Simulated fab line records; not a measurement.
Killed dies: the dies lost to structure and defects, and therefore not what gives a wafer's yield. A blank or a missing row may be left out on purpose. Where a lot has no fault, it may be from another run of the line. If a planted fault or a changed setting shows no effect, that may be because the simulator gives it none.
Code-filled problem report in 8D (eight disciplines) form	flow n5-finfet	the parts of the form that need people (team, actions taken, sign-off) are left out

== 1. WHAT WENT WRONG ==
run-length-s at N5_BEOL_M11_ETCH_41 reads a mean of 117.8 s on 2 wafers of 2 lots; wafers without a fault read 109.4 s with a standard deviation of 0.51. That is +17 standard deviations from the usual mean.
The step: etches SiCN in CH3F/O2, target depth 42.6 nm, time 86 s.
The first sign was on wafer L482.5 at day 15 02:22, on rie-diel-01. The record has a number at this step for 18 wafers belonging to 6 lots. The rule behind "out" and "out of limits": a value lying over 4 standard deviations away from the usual mean. All remaining wafers that have a number are taken as sound.

== 2. WHAT IT IS, AND WHAT IT ISN'T ==
question	is	is not
which readings at this step	run-length-s	CH3F_flow_sccm, drypump-motor-current-A, oes-product-au, rf-vpp-V, showerhead-plenum-p-Torr, throttle-valve-pct
which lots	L482, L483	L470, L473, L486, L488
which wafers of those lots	L482.5, L483.4	L482.3, L482.6, L483.1, L483.2
read on which tools	rie-diel-01	rie-diel-03
when	from day 15 02:22	up to then (8 sound wafers); but 8 sound wafers of L483, L486, L488 came after

== 3. THE SUSPECTS, EACH WITH WHAT RULES IT OUT ==
Counting: any tool at a process step up to the reading remains a suspect provided it ran every lot that is out. Sound lots after the first of them don't rule it out here, since some wafers of a struck lot are sound.
- rie-diel-01 at N5_BEOL_M11_ETCH_65 (etches SiARC in CF4, target depth 39 nm, time 65 s): kept. It ran every lot that is out, first L482 (day 15 02:02); its last sound lot up to then is L473 (day 12 10:48).
- rie-diel-01 at N5_BEOL_M11_ETCH_66 (etches SOC in N2/H2, target depth 120 nm, overetch 24 nm, time 180 s): kept. It ran every lot that is out, first L482 (day 15 02:05); its last sound lot up to then is L473 (day 12 10:51).
- rie-diel-01 at N5_BEOL_M11_VIA_ETCH_34 (etches SiCOH lowk in C4F6/O2, target depth 184.5 nm, time 69.2 s): kept. It ran every lot that is out, first L482 (day 15 02:13); its last sound lot up to then is L473 (day 12 10:59).
- rie-diel-01 at N5_BEOL_M11_STRIP_36 (strips in N2/H2): kept. It ran every lot that is out, first L482 (day 15 02:16); its last sound lot up to then is L473 (day 12 11:02).
- rie-diel-01 at N5_BEOL_M11_TRENCH_ETCH_37 (etches SiCOH lowk in C4F6/O2, target depth 148.83 nm, time 48 s): kept. It ran every lot that is out, first L482 (day 15 02:22); its last sound lot up to then is L473 (day 12 11:07). N5_BEOL_M11_TRENCH_ETCH_37 gives no start for some lots, so the hours and the order of its lots are those of N5_BEOL_M11_ETCH_41.
- rie-diel-01 at N5_BEOL_M11_ETCH_41 (etches SiCN in CH3F/O2, target depth 42.6 nm, time 86 s): kept. It ran every lot that is out, first L482 (day 15 02:22); its last sound lot up to then is L473 (day 12 11:07). On those wafers its own readings are out: run-length-s.
Left after counting: rie-diel-01 at N5_BEOL_M11_ETCH_65, rie-diel-01 at N5_BEOL_M11_ETCH_66, rie-diel-01 at N5_BEOL_M11_VIA_ETCH_34, rie-diel-01 at N5_BEOL_M11_STRIP_36, rie-diel-01 at N5_BEOL_M11_TRENCH_ETCH_37, rie-diel-01 at N5_BEOL_M11_ETCH_41.

== 4. THE CAUSE (what the simulator had put in) ==
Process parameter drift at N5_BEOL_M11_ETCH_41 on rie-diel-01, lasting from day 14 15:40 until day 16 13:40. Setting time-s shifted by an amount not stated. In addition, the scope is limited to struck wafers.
Counting left 6 suspects, and this tool is among them.

== 5. SEQUENCE OF EFFECTS, ordered by route ==
Rows list readings where the struck wafers' mean (over those with a number) sits beyond 3 standard deviations from the usual. Scope: only readings with a usual standard deviation given in the record; hours: median across lots of the time from each lot's start at the first step in this table that gives one to its start at this step; sigmas: change in usual standard deviations.
hours	step	reading	usual	on struck wafers	change	sigmas
0	N5_BEOL_M11_ETCH_41	run-length-s	109.4 s	117.8	+8.4	+17
Process steps it contains:
- N5_BEOL_M11_ETCH_41: etches SiCN in CH3F/O2, target depth 42.6 nm, time 86 s.

== 6. WHAT WOULD HAVE CAUGHT IT SOONER ==
In this record the first reading out of limits was taken at day 15 02:22, 11 hours after the fault began at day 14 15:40.
